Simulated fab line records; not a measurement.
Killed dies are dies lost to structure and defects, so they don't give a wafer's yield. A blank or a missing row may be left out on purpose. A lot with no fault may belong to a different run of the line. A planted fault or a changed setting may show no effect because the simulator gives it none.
Which tool was responsible? | flow nandHarc | Sampling: 15 lots, 45 wafers, 5 of 1302 route steps

## WHAT THE GAUGES READ, wafer by wafer
NHARC_THIN_TSV_CD_MEAS_16. Usual: cdNm at 1000.5 nm, with a standard deviation of 1.9.
lot  | measured     | on       | cdNm (nm)            | flag
L245 | day 24 05:36 | cdSem-01 | 997.9 1001.5 1000.0  | 
L247 | day 25 12:23 | cdSem-03 | 1000.6 1000.1 1001.9 | 
L246 | day 25 09:52 | cdSem-02 | 1006.8 1004.2 1002.5 | 
L260 | day 29 13:06 | cdSem-01 | 1000.6 999.2 1000.1  | 
L258 | day 29 18:07 | cdSem-03 | 1000.4 1004.3 1001.7 | 
L261 | day 31 00:02 | cdSem-02 | 999.6 998.5 1000.7   | 
L262 | day 30 23:07 | cdSem-02 | 999.0 1000.2 1000.1  | 
L264 | day 31 18:56 | cdSem-03 | 999.5 1000.0 1000.0  | 
L263 | day 32 04:10 | cdSem-02 | 998.7 1001.9 1000.5  | 
L265 | day 32 14:05 | cdSem-01 | 999.0 999.4 1001.3   | 
L268 | day 33 18:49 | cdSem-03 | 998.3 999.0 999.9    | 
L267 | day 33 22:41 | cdSem-02 | 996.8 997.1 996.4    | 

NHARC_THIN_TSV_CD_MEAS_37. Usual: cdNm at 5001 nm, with a standard deviation of 3.3.
lot  | measured     | on       | cdNm (nm)      | flag
L245 | day 24 11:55 | cdSem-02 | 4997 5000 5001 | 
L247 | day 25 18:58 | cdSem-01 | 4998 4997 5005 | 
L246 | day 25 16:26 | cdSem-01 | 5009 5009 5003 | 
L260 | day 29 19:29 | cdSem-02 | 5004 5000 4998 | 
L258 | day 30 00:38 | cdSem-02 | 4997 5002 5001 | 
L261 | day 31 06:26 | cdSem-01 | 5001 4999 5000 | 
L262 | day 31 05:42 | cdSem-03 | 4999 4999 5002 | 
L264 | day 32 01:10 | cdSem-02 | 5004 5000 5001 | 
L263 | day 32 10:38 | cdSem-01 | 5003 5007 5005 | 
L265 | day 32 20:28 | cdSem-01 | 5005 4997 5000 | 
L268 | day 34 01:21 | cdSem-02 | 4996 4997 5003 | 
L267 | day 34 05:08 | cdSem-03 | 5000 4999 4998 | 

NHARC_END_SORT_01. Usual: killedAtArray 53, standard deviation 18; killedAtOther 0.8, standard deviation 1.1; killedAtPeriphery 4.1, standard deviation 2.7; killedDies 58, standard deviation 18; killedOpen 3.1, standard deviation 1.7; killedShort 2.7, standard deviation 1.7.
lot  | measured     | on        | killedAtArray | killedAtOther | killedAtPeriphery | killedDies  | killedOpen | killedShort | flag
L251 | day 27 06:23 | prober-01 | 668 665 664   | 1 0 0         | 5 1 6             | 674 666 670 | 2 2 3      | 2 0 1       | OFF
L252 | day 28 03:37 | prober-02 | 666 667 668   | 0 1 1         | 3 9 5             | 669 677 674 | 1 4 2      | 4 2 1       | OFF
L253 | day 28 10:03 | prober-01 | 671 652 673   | 0 0 0         | 2 5 2             | 673 657 675 | 3 4 2      | 3 4 6       | OFF
L258 | day 30 09:52 | prober-01 | 53            | 1             | 1                 | 55          | 0          | 6           | 

## WHAT TOOL EACH LOT RAN ON (gives the tool, then ch and the chambers of the sampled wafers, and finally the start)
lot  | NHARC_A_SGD_CUT_DEP_00          | NHARC_THIN_TSV_STRIP_45
L245 | pecvd-03 ch 0,1,2, day 19 14:13 | plasmaAsher-02 ch 0,1, day 24 05:44
L247 | pecvd-01 ch 0,1, day 20 00:58   | plasmaAsher-01 ch 0,1, day 25 12:28
L246 | pecvd-01 ch 0,1,2, day 20 01:19 | plasmaAsher-01 ch 0,1, day 25 09:56
L251 | pecvd-03 ch 0,2, day 22 05:01   | -
L252 | pecvd-03 ch 0,1,2, day 22 17:34 | -
L253 | pecvd-03 ch 0,1,2, day 23 07:45 | -
L260 | pecvd-01 ch 1,2, day 24 21:35   | plasmaAsher-01 ch 0,1, day 29 13:19
L258 | pecvd-01 ch 0,1,2, day 25 05:21 | plasmaAsher-02 ch 0,1, day 29 18:11
L261 | pecvd-01 ch 0,1,2, day 26 11:05 | plasmaAsher-02 ch 0,1, day 31 00:10
L262 | pecvd-03 ch 1,2, day 26 11:42   | plasmaAsher-01 ch 0,1, day 30 23:15
L264 | pecvd-04 ch 0,1, day 27 03:46   | plasmaAsher-02 ch 0,1, day 31 19:04
L263 | pecvd-01 ch 0,1,2, day 27 06:38 | plasmaAsher-01 ch 0,1, day 32 04:20
L265 | pecvd-01 ch 0,1, day 27 22:53   | plasmaAsher-02 ch 0,1, day 32 14:10
L268 | pecvd-03 ch 0,1, day 29 02:10   | plasmaAsher-01 ch 0, day 33 18:56
L267 | pecvd-03 ch 1,2, day 29 02:32   | plasmaAsher-01 ch 0,1, day 33 22:45
- NHARC_A_SGD_CUT_DEP_00: deposits SiNx, target thk 50 nm.
- NHARC_THIN_TSV_STRIP_45: strips in O2.

## AS READ BY THE TOOLS THEMSELVES (means over the sampled wafers that have a number; for cases with no such wafer, the mark the record gives instead)
NHARC_A_SGD_CUT_DEP_00. Usual: heaterPowerW at 678 W, with a standard deviation of 96.
lot  | tool     | heaterPowerW (W) | flag
L245 | pecvd-03 | 697              | 
L247 | pecvd-01 | 672              | 
L246 | pecvd-01 | 717              | 
L251 | pecvd-03 | 713              | 
L252 | pecvd-03 | 742              | 
L253 | pecvd-03 | 692              | 
L260 | pecvd-01 | 706              | 
L258 | pecvd-01 | 658              | 
L261 | pecvd-01 | 667              | 
L262 | pecvd-03 | 769              | 
L264 | pecvd-04 | 598              | 
L263 | pecvd-01 | 720              | 
L265 | pecvd-01 | 715              | 
L268 | pecvd-03 | 568              | 
L267 | pecvd-03 | 661              | 

NHARC_THIN_TSV_STRIP_45. Usual: drypumpMotorCurrentA 5.75 A, standard deviation 0.15; heaterPowerW 323 W, standard deviation 15.
lot  | tool           | drypumpMotorCurrentA (A) | heaterPowerW (W) | flag
L245 | plasmaAsher-02 | 5.78                     | 307              | 
L247 | plasmaAsher-01 | 5.63                     | 324              | 
L246 | plasmaAsher-01 | 5.67                     | 326              | 
L260 | plasmaAsher-01 | 5.73                     | 326              | 
L258 | plasmaAsher-02 | 5.78                     | 304              | 
L261 | plasmaAsher-02 | 5.77                     | 310              | 
L262 | plasmaAsher-01 | 5.66                     | 343              | 
L264 | plasmaAsher-02 | 5.79                     | 308              | 
L263 | plasmaAsher-01 | 5.67                     | 337              | 
L265 | plasmaAsher-02 | 5.85                     | 320              | 
L268 | plasmaAsher-01 | 5.82                     | 330              | 
L267 | plasmaAsher-01 | 5.65                     | 338              | 

## THE ANSWER, worked out from the rows above alone
Rule: lot off if the mean of its wafers having a number is beyond 3 standard deviations from the usual mean. A lot without any number at a reading at which 4 lots or more have one is off too. Where the step has rows for the other lots, those lots are counted as sound. After the gauges, taken in route order, come the tools' own readings; for these a lot's mean is taken, as printed above. At the first step where some lot is off, the reading lying furthest off is the one used; lots without a number count as furthest.
Off: L251, L252, L253 (NHARC_END_SORT_01, killedDies). Neither off nor sound, because the step has no rows for them: L245, L247, L246, L260, L261, L262, L264, L263, L265, L268, L267.
If a tool, at a process step before that reading, ran all the lots that are off and no sound lot after the first of them, it fits. The gauges at NHARC_END_SORT_01 are tried like those tools. One fits: NHARC_A_SGD_CUT_DEP_00 on pecvd-03. It ran no sound lot before its first lot that is off in this sample, so the start can't be narrowed down.

## WHAT THE SIMULATOR HAD INSERTED
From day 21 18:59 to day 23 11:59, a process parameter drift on pecvd-03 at NHARC_A_SGD_CUT_DEP_00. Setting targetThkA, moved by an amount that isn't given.
Lots struck among those shown: L251, L252, L253. The rule above found the same.
